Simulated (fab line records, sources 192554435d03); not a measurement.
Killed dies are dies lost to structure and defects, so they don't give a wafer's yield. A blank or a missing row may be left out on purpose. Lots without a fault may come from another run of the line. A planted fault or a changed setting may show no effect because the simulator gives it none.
Which tool did it? | flow n5_finfet | 11 lots, 33 wafers sampled, at 2 steps of a route of 1938

WHAT THE GAUGES READ, wafer by wafer
N5_BEOL_M6_OCD_MEAS_38.
lot  | measured     | on     | trench_depth_nm (nm)
L587 | day 9 01:11  | ocd-01 | 92.7 94.5 93.4
L589 | day 9 01:35  | ocd-01 | 93.4 91.2 91.0
L590 | day 9 14:38  | ocd-02 | 96.5 92.1 92.0
L591 | day 9 20:28  | ocd-02 | 94.1 92.7 93.6
L592 | day 10 05:09 | ocd-02 | 92.5 95.5 95.2
L595 | day 10 23:45 | ocd-02 | 91.2 96.0 95.0
L601 | day 13 14:59 | ocd-02 | 92.7 92.0 93.1
L603 | day 13 18:46 | ocd-02 | 96.7 93.1 92.7
L604 | day 13 19:13 | ocd-01 | 91.3 91.6 95.2
L606 | day 13 22:54 | ocd-02 | 94.5 90.2 91.2
L608 | day 14 13:04 | ocd-01 | 93.8 91.6 92.7

WHICH TOOL RAN EACH LOT (tool, then ch and the chambers of the sampled wafers, then the start)
lot  | N5_BEOL_M6_ETCH_41
L587 | rie_diel-01 ch 1,2, day 9 01:11 or earlier
L589 | rie_diel-01 ch 0,1,2, day 9 01:35 or earlier
L590 | rie_diel-01 ch 0,2,3, day 9 14:38 or earlier
L591 | rie_diel-01 ch 0,1,3, day 9 20:28 or earlier
L592 | rie_diel-03 ch 0,1,2, day 10 05:09 or earlier
L595 | rie_diel-03 ch 0,1,2, day 10 23:45 or earlier
L601 | rie_diel-03 ch 0,2,3, day 13 14:59 or earlier
L603 | rie_diel-01 ch 1,2,3, day 13 18:46 or earlier
L604 | rie_diel-01 ch 1,2,3, day 13 19:13 or earlier
L606 | rie_diel-05 ch 0,1,3, day 13 22:54 or earlier
L608 | rie_diel-03 ch 0,2,3, day 14 13:04 or earlier
- N5_BEOL_M6_ETCH_41: etches SiCN in CH3F/O2, target depth 29.7 nm, time 52 s.

WHAT THE TOOLS THEMSELVES READ (means of the sampled wafers that have a number; where no wafer has one, the mark that the record gives instead)
N5_BEOL_M6_ETCH_41.
lot  | tool        | drypump_motor_current_A (A) | oes_product_au (a.u.) | rf_vpp_V (V) | showerhead_plenum_p_Torr (Torr) | throttle_valve_pct (%)
L587 | rie_diel-01 | 5.8                         | 0.77                  | 299.0        | 2.08                            | 16.24
L589 | rie_diel-01 | 5.8                         | 0.77                  | 298.9        | 2.08                            | 16.24
L590 | rie_diel-01 | 5.7                         | 0.82                  | 298.8        | 2.05                            | 16.07
L591 | rie_diel-01 | 5.9                         | 0.75                  | 297.5        | 2.02                            | 16.23
L592 | rie_diel-03 | 5.1                         | 0.89                  | 297.9        | 2.03                            | 15.98
L595 | rie_diel-03 | 5.1                         | 0.88                  | 297.3        | 2.02                            | 16.00
L601 | rie_diel-03 | 5.4                         | 0.81                  | 297.3        | 2.00                            | 16.24
L603 | rie_diel-01 | 5.7                         | 0.79                  | 298.7        | 2.03                            | 16.14
L604 | rie_diel-01 | 5.7                         | 0.79                  | 298.6        | 2.03                            | 16.13
L606 | rie_diel-05 | 5.1                         | 0.67                  | 296.4        | 1.99                            | 16.37
L608 | rie_diel-03 | 5.5                         | 0.80                  | 297.6        | 2.00                            | 16.27

THE ANSWER, worked out from the rows above alone
Rule: what is usual is taken from the lots themselves. Put in order of their means at a reading, lots are off if they are a third of the lots or fewer, leave a main group of 4 or more, and stand apart from it by a gap of 3 or more times the standard deviation of the main group's means; of several such gaps the widest counts. A main group whose means are all the same, to the digits that the tables above print for the reading, isn't used. A lot without any number at a reading at which 4 lots or more have one is off too. The other lots that the step has rows for count as sound. The gauges are gone through in route order, then the tools' own readings, and for those a lot's mean is taken as printed above. The first step at which some lot is off is used, and at that step the reading that is off furthest; a lot without a number counts as furthest.
No lot is off at any reading shown: from this, nothing can be told.

WHAT THE SIMULATOR HAD PUT IN
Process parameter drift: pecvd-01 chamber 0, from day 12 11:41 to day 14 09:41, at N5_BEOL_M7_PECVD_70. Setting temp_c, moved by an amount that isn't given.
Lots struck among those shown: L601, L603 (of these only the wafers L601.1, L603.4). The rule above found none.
